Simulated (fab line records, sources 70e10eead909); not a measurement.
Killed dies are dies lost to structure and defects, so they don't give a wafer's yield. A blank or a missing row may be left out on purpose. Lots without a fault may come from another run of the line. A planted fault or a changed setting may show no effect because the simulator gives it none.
fab line records | flow nand_harc
record lots=13 wafers=39 last_day=33
route steps=1302 shown P_ZERO_WELL@61 P_GATE@142 P_CONTACT@232 END@1302
lots that met no fault: from a run of the same line without faults
start_h: hours from the record's first day to the start of the lot's first wafer shown | wait_h: hours since the lot's step before | " the same as in the row above | L1.1+2: a row that stands for several wafers | - no value, or no start given | * or withheld: withheld | < > ~ a bound
route shown NAME@n: a module of which the file shows steps, and the number in the route of the first | usual: mean/standard deviation of fault-free wafers | same: alike in all rows | chamber/n: place in a boat | sites: the reading at each site | _std_site: their standard deviation | _edge_site: outer sites' mean less inner sites' | radius_mm: how far each site lies from the wafer's centre | mask NAME#n: copy n | behind: the tool/chamber that last shaped the wafer | hold: why the lot was held/for how many hours/how that ended | device: the transistor (n, p or np) that didn't switch | end of line: the same wafers' tests at the end of the route | a step without rows: its recipe alone | killed: dies lost to structure and defects at the first sort, not the wafer's yield | map: a wafer's dies, x killed, . not, _ none there
set.NAME: the setting as run; set.NAME@STEP: as run at that earlier step | model.NAME: the simulator's own value behind a step, which no gauge read
steps of the route over a sample of lots; a table a step, a row a wafer
services: from which hour (start_h, from the record's first day; less than 0 if before it) a tool's chamber was out of use, for how many hours, and why
## steps
# step NHARC_P_ZERO_WELL_DESCUM_54
# recipe time_s=3 o2_flow_sccm=200 ar_flow_sccm=0 bias_power_w=0 chemistry=O2
# usual drypump_motor_current_A=5.6/0.57 oes_product_au=1.000/0.0093 rf_vpp_V=57.6/0.93 showerhead_plenum_p_Torr=1.89/0.08 throttle_valve_pct=11.311/0.008
# same bias_power_w=0
# columns lot.wafer tool chamber start_h wait_h drypump_motor_current_A oes_product_au rf_hours_counter_h rf_vpp_V showerhead_plenum_p_Torr throttle_valve_pct
L288.4 rie_diel-13 0 36.26 - 6.5 0.997 9 57.6 1.91 11.308
L288.3 " 1 " " 4.8 0.999 11 58.1 1.90 11.309
L288.2 " 3 " " 5.2 0.989 10 56.9 1.79 11.308
L289.1 rie_diel-03 2 46.01 - 5.8 0.993 37 58.2 1.96 11.304
L289.2 " 3 " " 5.9 1.004 35 57.5 1.98 11.297
L289.5 " 2 " " 5.8 0.995 - 58.6 1.96 11.309
L290.2 rie_diel-03 1 56.32 - 4.7 1.016 41 55.9 1.81 11.325
L290.6 " 3 " " 5.9 1.002 - 58.2 1.98 11.323
L290.4 " 1 " " 4.7 1.006 - 56.4 1.81 11.311
L291.3 rie_diel-11 2 66.02 - 5.3 0.995 51 57.6 1.88 11.311
L291.2 " 3 " " 6.2 0.991 43 56.9 1.78 11.319
L291.6 " 0 " " 6.0 0.984 - 56.9 1.76 11.304
L292.2 rie_diel-03 1 75.96 - 4.7 0.996 46 56.7 1.81 11.299
L292.1 " 2 " " 5.8 0.986 46 57.9 1.96 11.299
L292.5 " 2 " " 5.8 0.988 - 57.7 1.96 11.324
L294.3 rie_diel-11 2 96.04 - 5.3 1.005 2 57.9 1.88 11.317
L294.1 " 0 " " 6.0 1.026 2 58.5 2.08 11.312
L294.6 " 3 " " 6.2 1.009 - 55.9 1.78 11.319
L295.1 rie_diel-11 0 105.90 - 6.0 1.015 4 59.0 2.08 11.315
L295.3 " 2 " " 5.3 1.008 4 57.4 1.88 11.310
L295.5 " 3 " " 6.2 1.012 - 57.9 1.78 11.319
L296.2 rie_diel-03 1 116.12 - 4.7 0.994 1 58.0 1.80 11.315
L296.1 " 3 " " 5.9 0.998 1 57.2 1.98 11.308
L296.5 " 2 " " 5.8 0.995 - 57.4 1.96 11.304
L297.3 rie_diel-03 1 126.05 - 4.7 0.989 4 57.1 1.80 11.309
L297.6 " 1 " " 4.7 0.988 - 58.2 1.80 11.302
L297.5 " 2 " " 5.8 0.994 - 57.6 1.95 11.297
L298.3 rie_diel-13 0 135.89 - 6.5 1.004 46 59.7 1.90 11.315
L298.5 " 0 " " 6.5 0.991 - 56.9 1.90 11.304
L298.6 " 1 " " 4.8 0.999 - 58.7 1.89 11.305
L303.2 rie_diel-13 1 185.91 - 4.8 0.999 3 58.7 1.89 11.320
L303.3 " 2 " " 5.6 0.985 4 58.2 1.86 11.306
L303.6 " 1 " " 4.8 1.002 - 56.8 1.89 11.326
L306.3 rie_diel-03 3 215.72 - 5.8 0.998 29 55.9 1.97 11.320
L306.2 " 0 " " 5.4 0.993 31 57.7 1.85 11.293
L306.5 " 3 " " 5.8 1.001 - 58.0 1.97 11.309
L308.1 rie_diel-11 0 236.71 - 6.0 1.010 52 58.5 2.06 11.308
L308.4 " 2 " " 5.3 1.001 54 56.8 1.86 11.303
L308.5 " 0 " " 6.0 1.014 - 57.3 2.06 11.313
# step NHARC_P_GATE_OVL_MEAS_27
# usual overlay_x_nm=0.2/0.84 overlay_y_nm=0.0/0.88
# columns lot.wafer tool chamber start_h wait_h overlay_x_nm overlay_y_nm
L288.2 overlay-01 - 108.54 - 0.6 -0.4
L288.3 " - " " 1.5 -0.7
L288.4 " - " " 0.9 -0.6
L289.1 overlay-02 - 114.46 - 1.7 -1.2
L289.2 " - " " 1.3 -1.2
L289.5 " - " " 1.2 -1.0
L290.2 overlay-01 - 131.00 - 0.1 0.8
L290.4 " - " " -0.3 1.0
L290.6 " - " " -1.0 0.9
L291.2 overlay-02 - 139.79 - 0.3 -1.5
L291.3 " - " " 0.1 -1.4
L291.6 " - " " 0.4 -1.4
L292.1 overlay-01 - 142.35 - 1.5 1.4
L292.2 " - " " 1.2 1.0
L292.5 " - " " 1.6 1.3
L294.1 overlay-01 - 160.55 - 1.1 -0.1
L294.3 " - " " 0.8 0.3
L294.6 " - " " 0.5 0.1
L295.1 overlay-02 - 172.25 - -0.3 0.3
L295.3 " - " " -0.2 1.0
L295.5 " - " " -0.9 0.0
L296.1 overlay-01 - 185.92 - 0.3 -1.2
L296.2 " - " " 0.0 -1.2
L296.5 " - " " 0.1 -1.3
L297.3 overlay-01 - 199.47 - -0.1 0.3
L297.5 " - " " -0.4 0.7
L297.6 " - " " -0.4 0.7
L298.3 overlay-02 - 202.82 - -0.2 0.5
L298.5 " - " " -0.2 0.8
L298.6 " - " " 0.1 0.4
L303.2 overlay-02 - 258.09 - -0.4 0.3
L303.3 " - " " -0.3 1.0
L303.6 " - " " -0.5 0.9
L306.2 overlay-01 - 282.61 - -0.2 0.2
L306.3 " - " " 0.0 -0.4
L306.5 " - " " 0.4 -0.5
L308.1 overlay-01 - 307.71 - 1.2 0.6
L308.4 " - " " 1.7 0.8
L308.5 " - " " 1.6 0.6
# step NHARC_P_GATE_EXPOSE_56
# recipe na=0.6 target_cd_nm=720 dose_mj=14.81 mask_id=P_PSD
# columns lot.wafer tool chamber start_h wait_h mask
L288.2+3+4 krf_scanner-04 0 122.17 - P_PSD#0
L289.1+2+5 krf_scanner-04 0 127.83 - P_PSD#0
L290.2+4+6 krf_scanner-03 0 144.71 - P_PSD#0
L291.2+3+6 krf_scanner-01 0 153.05 - P_PSD#0
L292.1+2+5 krf_scanner-03 0 157.96 - P_PSD#0
L294.1+3+6 krf_scanner-04 0 174.75 - P_PSD#0
L295.1+3+5 krf_scanner-01 0 185.62 - P_PSD#0
L296.1+2+5 krf_scanner-03 0 199.45 - P_PSD#0
L297.3+5+6 krf_scanner-01 0 212.96 - P_PSD#0
L298.3+5+6 krf_scanner-01 0 216.06 - P_PSD#0
L303.2+3+6 krf_scanner-04 0 271.56 - P_NSD#0
L306.2+3+5 krf_scanner-01 0 296.20 - P_PSD#0
L308.1+4+5 krf_scanner-01 0 321.07 - P_PSD#0
# step NHARC_P_GATE_CD_MEAS_59
# recipe target_cd_nm=720 landing_energy_ev=500
# usual cd_nm=719.5/1.9
# columns lot.wafer tool chamber start_h wait_h cd_nm
L288.2 cd_sem-03 0 122.32 - 716.0
L288.3 " 0 " " 717.9
L288.4 " 0 " " 720.8
L289.1 cd_sem-03 0 127.99 - 721.6
L289.2 " 0 " " 722.5
L289.5 " 0 " " 720.3
L290.2 cd_sem-01 0 144.87 - 721.4
L290.4 " 0 " " 722.0
L290.6 " 0 " " 723.2
L291.2 cd_sem-02 0 153.20 - 718.8
L291.3 " 0 " " 716.2
L291.6 " 0 " " 719.0
L292.1 cd_sem-02 0 158.13 - 722.7
L292.2 " 0 " " 720.8
L292.5 " 0 " " 720.5
L294.1 cd_sem-02 0 174.91 - 717.2
L294.3 " 0 " " 718.2
L294.6 " 0 " " 716.1
L295.1 cd_sem-03 0 185.77 - 722.3
L295.3 " 0 " " 719.6
L295.5 " 0 " " 721.3
L296.1 cd_sem-03 0 199.61 - 718.7
L296.2 " 0 " " 720.7
L296.5 " 0 " " 720.6
L297.3 cd_sem-01 0 213.11 - 719.6
L297.5 " 0 " " 721.3
L297.6 " 0 " " 720.4
L298.3 cd_sem-01 0 216.21 - 717.9
L298.5 " 0 " " 719.9
L298.6 " 0 " " 718.4
L303.2 cd_sem-01 0 271.71 - -
L303.3 " 0 " " -
L303.6 " 0 " " -
L306.2 cd_sem-01 0 296.36 - 719.4
L306.3 " 0 " " 720.1
L306.5 " 0 " " 717.8
L308.1 cd_sem-03 0 321.22 - 720.0
L308.4 " 0 " " 718.7
L308.5 " 0 " " 719.5
# step NHARC_P_CONTACT_CD_MEAS_12
# recipe target_cd_nm=90 landing_energy_ev=500
# usual cd_nm=90.0/0.6
# columns lot.wafer tool chamber start_h wait_h cd_nm
L288.2 cd_sem-03 0 128.74 - 89.1
L288.3 " 0 " " 90.2
L288.4 " 0 " " 88.9
L289.1 cd_sem-01 0 134.38 - 91.1
L289.2 " 0 " " 90.3
L289.5 " 0 " " 91.1
L290.2 cd_sem-03 0 151.59 - 89.6
L290.4 " 0 " " 89.6
L290.6 " 0 " " 89.1
L291.2 cd_sem-03 0 159.46 - 89.2
L291.3 " 0 " " 89.7
L291.6 " 0 " " 89.5
L292.1 cd_sem-02 0 164.73 - 90.1
L292.2 " 0 " " 90.2
L292.5 " 0 " " 89.3
L294.1 cd_sem-03 0 181.42 - 90.6
L294.3 " 0 " " 90.6
L294.6 " 0 " " 90.8
L295.1 cd_sem-02 0 192.16 - 89.6
L295.3 " 0 " " 89.6
L295.5 " 0 " " 90.4
L296.1 cd_sem-02 0 206.02 - 90.2
L296.2 " 0 " " 90.7
L296.5 " 0 " " 91.3
L297.3 cd_sem-02 0 219.74 - 90.5
L297.5 " 0 " " 89.3
L297.6 " 0 " " 90.7
L298.3 cd_sem-02 0 222.62 - 89.6
L298.5 " 0 " " 89.0
L298.6 " 0 " " 89.3
L306.2 cd_sem-01 0 302.80 - 90.5
L306.3 " 0 " " 89.8
L306.5 " 0 " " 90.2
L308.1 cd_sem-03 0 327.52 - 89.5
L308.4 " 0 " " 89.9
L308.5 " 0 " " 89.8
# step NHARC_END_SORT_01
# recipe temp_c=25
# usual killed_at_array=55/20 killed_at_other=0.7/0.96 killed_at_periphery=4.1/2.4 killed_dies=60/20 killed_open=3.3/1.9 killed_short=2.8/1.6
# same gross_dies=677
# columns lot.wafer tool chamber start_h wait_h killed_at_array killed_at_other killed_at_periphery killed_dies killed_open killed_short
L303.2 prober-01 0 714.26 2.8 89 2 586 677 1 0
L303.3 prober-01 0 715.06 3.1 86 2 589 677 6 3
L303.6 prober-01 0 717.47 4.0 82 0 595 677 4 3
# killed by level:class
L303.2 P_GATE:area_expose=585 A_SLIT:chamber_film_flake=32 A_CHANNEL_HOLE_D1:chamber_film_flake=29 A_CHANNEL_HOLE_D2:chamber_film_flake=19 A_CONTACT:chamber_film_flake=4 A_STAIRCASE:chamber_film_flake=2 A_BLC:chamber_film_flake=2 THIN_TSV:chamber_film_flake=2
L303.3 P_GATE:area_expose=588 A_CHANNEL_HOLE_D1:chamber_film_flake=28 A_SLIT:chamber_film_flake=27 A_CHANNEL_HOLE_D2:chamber_film_flake=18 A_CONTACT:chamber_film_flake=3 A_BLC:geometric_particle:open=2 A_CHANNEL_HOLE_D1:geometric_particle:short=1 A_DECK1_JOINT:geometric_particle:short=1
L303.6 P_GATE:area_expose=593 A_CHANNEL_HOLE_D1:chamber_film_flake=30 A_SLIT:chamber_film_flake=27 A_CHANNEL_HOLE_D2:chamber_film_flake=12 A_CONTACT:chamber_film_flake=3 A_BLC:geometric_particle:open=2 A_CHANNEL_HOLE_D1:geometric_particle:short=1 A_ONON_D2:geometric_particle:short=1
## services
# columns tool chamber start_h hours kind
krf_scanner-04 - 26.68 1.0 repair
krf_scanner-04 - 34.17 0.2 repair
rie_diel-03 - 36.00 3.3 repair
rie_diel-11 - 37.62 0.5 repair
rie_diel-11 - 78.59 9.0 pm
krf_scanner-01 - 90.91 0.3 repair
rie_diel-11 1 103.05 3.1 repair
rie_diel-03 - 104.39 9.0 pm
krf_scanner-01 - 140.00 4.0 pm
rie_diel-11 0 143.70 8.3 repair
krf_scanner-01 - 146.91 0.5 repair
rie_diel-03 0 154.93 6.6 repair
rie_diel-11 3 159.50 6.7 repair
krf_scanner-04 - 182.00 4.0 pm
rie_diel-03 - 207.70 0.6 repair
krf_scanner-01 - 234.40 1.8 repair
krf_scanner-04 - 246.47 0.4 repair
rie_diel-11 - 255.59 9.0 pm
krf_scanner-01 - 271.72 0.2 repair
krf_scanner-01 - 273.17 0.4 repair
rie_diel-03 - 281.48 9.0 pm
rie_diel-03 0 296.72 7.0 repair
rie_diel-03 - 310.48 0.7 repair
krf_scanner-01 - 312.00 4.0 pm
## key
first_sign step=NHARC_P_GATE_EXPOSE_56 reading=mask direction=changed
effect step=NHARC_P_GATE_CD_MEAS_59 reading=cd_nm direction=missing
effect step=NHARC_END_SORT_01 reading=killed_at_periphery direction=up sigmas=99+ usual=4.1 struck=590
more_kills_born_at NHARC_P_GATE_EXPOSE_56@krf_scanner-04=1766
met_at NHARC_P_GATE_EXPOSE_56
struck_lots L303
later_rows_left_out L303.2,L303.3,L303.6
tester_left_out L303
not_acting_at NHARC_P_ZERO_WELL_DESCUM_54,NHARC_P_GATE_OVL_MEAS_27,NHARC_P_CONTACT_CD_MEAS_12
onset_between 174.75 271.56
fault kind=wrong_mask tool=any chamber=- onset_h=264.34 steps=NHARC_P_GATE_EXPOSE_56 aux_copy=P_NSD#0 scope=struck_lots_only
# tester_left_out: of these lots the tester's yield and bins aren't shown, on N5 and GAA mostly nor the transistor test; their killed dies are dies lost to structure and defects alone, not to doping, threshold or leakage, so they don't give the yield
# later_rows_left_out: the simulator's readings of these wafers behind a module that went badly wrong aren't trusted and aren't shown, but for the sort
